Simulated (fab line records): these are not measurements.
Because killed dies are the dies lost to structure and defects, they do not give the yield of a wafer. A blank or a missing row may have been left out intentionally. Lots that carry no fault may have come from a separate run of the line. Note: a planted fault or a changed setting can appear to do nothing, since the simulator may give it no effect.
2 desks, one fault	flow nand harc	numbers are kept per desk, each desk with only its own; the story behind them comes last

## AT THE METROLOGY DESK
Means of the sampled wafers that have a number, per lot and without regard to the tool the lot ran on: this is what the gauges read. If a lot's mean is further than 4 standard deviations from the usual mean, the lot is out of limits and carries the mark OUT (the distance appears in the brackets).
Columns: A = cd nm at NHARC_THIN_TSV_CD_MEAS_12, usual 999.4 nm; B = cd nm at NHARC_THIN_TSV_CD_MEAS_33, usual 4999.8 nm
lot	first seen here	A	B
L263	day 19 02:47	1001.1	4995.9
L264	day 19 05:16	1001.1	4999.2
L265	day 19 06:23	999.2	4999.6
L266	day 19 22:46	996.9	4998.0
L270	day 20 03:39	998.3	5002.6
L271	day 21 05:04	998.2	4999.7
L273	day 21 06:17	997.5	4997.4
L272	day 21 07:44	998.9	4998.5
L279	day 23 01:47	1000.2	4999.6
L282	day 23 02:50	998.9	4998.1
L280	day 23 11:33	1000.4	4999.1
L284	day 23 12:50	998.9	4999.2
This desk found nothing out of limits on any of the 12 lots.

## FOR THE TOOL OWNER'S DESK: furnace-03
At NHARC_THIN_TSV_ANNEAL_58 (time 1800 s), the tool's own readings, given per lot that ran on this tool as the mean of the sampled wafers with a number. If a lot's mean is further than 4 standard deviations from the usual mean, the lot is out of limits and carries the mark OUT (the distance appears in the brackets).
Columns: A = spike tc bottom C at NHARC_THIN_TSV_ANNEAL_58, usual 421.9 C; B = spike tc centre C at NHARC_THIN_TSV_ANNEAL_58, usual 400.7 C; C = spike tc lower C at NHARC_THIN_TSV_ANNEAL_58, usual 400.2 C; D = spike tc top C at NHARC_THIN_TSV_ANNEAL_58, usual 429.7 C; E = spike tc upper C at NHARC_THIN_TSV_ANNEAL_58, usual 401.1 C; F = zone power bottom pct at NHARC_THIN_TSV_ANNEAL_58, usual 6.7 %
lot	first seen here	A	B	C	D	E	F
L263	day 19 12:32	421.7	401.0	400.6	428.4	402.1	6.7
L270	day 20 14:35	420.8	400.9	400.3	428.2	401.9	6.9
L271	day 21 17:35	446.8 (+12) OUT	427.3 (+20) OUT	427.3 (+29) OUT	455.1 (+13) OUT	428.2 (+21) OUT	7.7
L272	day 21 17:35	447.4 (+12) OUT	427.5 (+21) OUT	428.8 (+30) OUT	454.8 (+13) OUT	429.1 (+22) OUT	7.7
L273	day 21 17:35	447.8 (+12) OUT	429.1 (+22) OUT	427.0 (+28) OUT	454.8 (+13) OUT	429.0 (+21) OUT	7.7
This desk finds L271, L272, L273 out of limits, L271 being first, at day 21 17:35 (spike tc bottom C at NHARC_THIN_TSV_ANNEAL_58). In limits: L263, L270.

## TAKEN TOGETHER
An alarm could have come from the tool owner's desk at day 21 17:35, on L271, L272, L273.
From the metrology desk's view, nothing was out of limits.
The metrology desk holds a record of L271, L272, L273, inside its limits.
Of the lots named, all ran NHARC_THIN_TSV_ANNEAL_58 on furnace-03.

## WHAT THE SIMULATOR HAD PUT IN
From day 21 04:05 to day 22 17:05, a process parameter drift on furnace-03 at NHARC_THIN_TSV_ANNEAL_58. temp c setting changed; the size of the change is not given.
Shown lots that were struck: L271, L272, L273.
How many hours passed from the start of the fault until each desk's first out-of-limits reading: the tool owner's desk, 14.
